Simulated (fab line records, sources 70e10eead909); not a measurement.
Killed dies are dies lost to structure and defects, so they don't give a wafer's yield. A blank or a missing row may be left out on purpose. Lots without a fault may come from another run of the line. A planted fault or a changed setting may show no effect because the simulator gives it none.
Problem report in the 8D (eight disciplines) form, filled by code | flow nand_harc | the parts of the form that need people (team, actions taken, sign-off) are left out

1. THE PROBLEM
cathode_dc_power_W at NHARC_A_M0_PVD_21 reads a mean of 4619.3 W on 6 wafers of 2 lots; wafers without a fault read 5000.0 W with a standard deviation of 0.86. That is -99 or more standard deviations from the usual mean.
The step: deposits Cu, target thk 30 nm, time 20.49 s.
First seen on wafer L166.4, day 30 20:13, on pvd_sputter-02. The record holds 33 wafers of 11 lots with a number at this step. Rule for "out", or "out of limits": more than 4 standard deviations from the usual mean. The other wafers with a number count as sound.

2. WHAT IT IS AND WHAT IT IS NOT
question                    | is                     | is not
which readings at this step | cathode_dc_power_W     | throttle_valve_pct
which lots                  | L165, L166             | L147, L148, L153, L154, L156, L157, L158, L163, L170
which wafers of those lots  | all that have a number | -
read on which tools         | pvd_sputter-02         | pvd_sputter-01, pvd_sputter-03
when                        | from day 30 20:13      | up to then (24 sound wafers); but 3 sound wafers of L170 came after

3. SUSPECTS, AND WHAT RULES EACH OUT
Counting: a tool at a process step up to the reading stays a suspect if it ran every lot that is out and no sound lot after the first of them.
- pvd_sputter-02 at NHARC_A_BLC_PVD_32 (deposits Ti, target thk 5 nm, time 17.7 s): ruled out as a lasting fault. Sound lots L170 ran on it after its first lot that is out, L166 (day 30 18:52). NHARC_A_BLC_PVD_32 gives no start for some lots, so the hours and the order of its lots are those of NHARC_A_M0_OVL_MEAS_10.
- rie_diel-11 at NHARC_A_M0_ETCH_34 (etches the open film in N2/H2, target depth 40 nm, overetch 12 nm, time 43.94 s): kept. It ran every lot that is out, first L166 (day 30 19:04), and no sound lot after that; its last sound lot up to then is L154 (day 25 18:16).
- pvd_sputter-02 at NHARC_A_M0_PVD_21 (deposits Cu, target thk 30 nm, time 20.49 s): kept. It ran every lot that is out, first L166 (day 30 20:13), and no sound lot after that; its last sound lot up to then is L158 (day 28 13:52). Its own readings are out on those wafers: cathode_dc_power_W.
Left after counting: rie_diel-11 at NHARC_A_M0_ETCH_34, pvd_sputter-02 at NHARC_A_M0_PVD_21.

4. THE CAUSE (what the simulator had put in)
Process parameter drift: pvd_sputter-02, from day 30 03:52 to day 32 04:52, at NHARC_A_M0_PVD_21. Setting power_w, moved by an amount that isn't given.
Counting left 2 suspects, and this tool is among them.

5. THE CHAIN OF EFFECTS, in route order
Each row: a reading whose mean over the struck wafers that have a number lies more than 3 standard deviations from the usual. Only readings for which the record gives a usual standard deviation are gone through. hours: the time from each lot's start at the first step in this table that gives one to its start at this step, as a median over the lots. sigmas: the change in usual standard deviations.
hours | step              | reading            | usual    | on struck wafers | change | sigmas
0     | NHARC_A_M0_PVD_21 | cathode_dc_power_W | 5000.0 W | 4619.3           | -380.7 | -99 or more
The process steps in it:
- NHARC_A_M0_PVD_21: deposits Cu, target thk 30 nm, time 20.49 s.
Later measuring or inspecting steps at which every struck wafer that the step has a row for has a number for every such reading, and none has moved that far: NHARC_END_SORT_01.

6. WHAT WOULD HAVE CAUGHT IT SOONER
In this record the first reading out of limits was taken at day 30 20:13, 16 hours after the fault began at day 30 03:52.
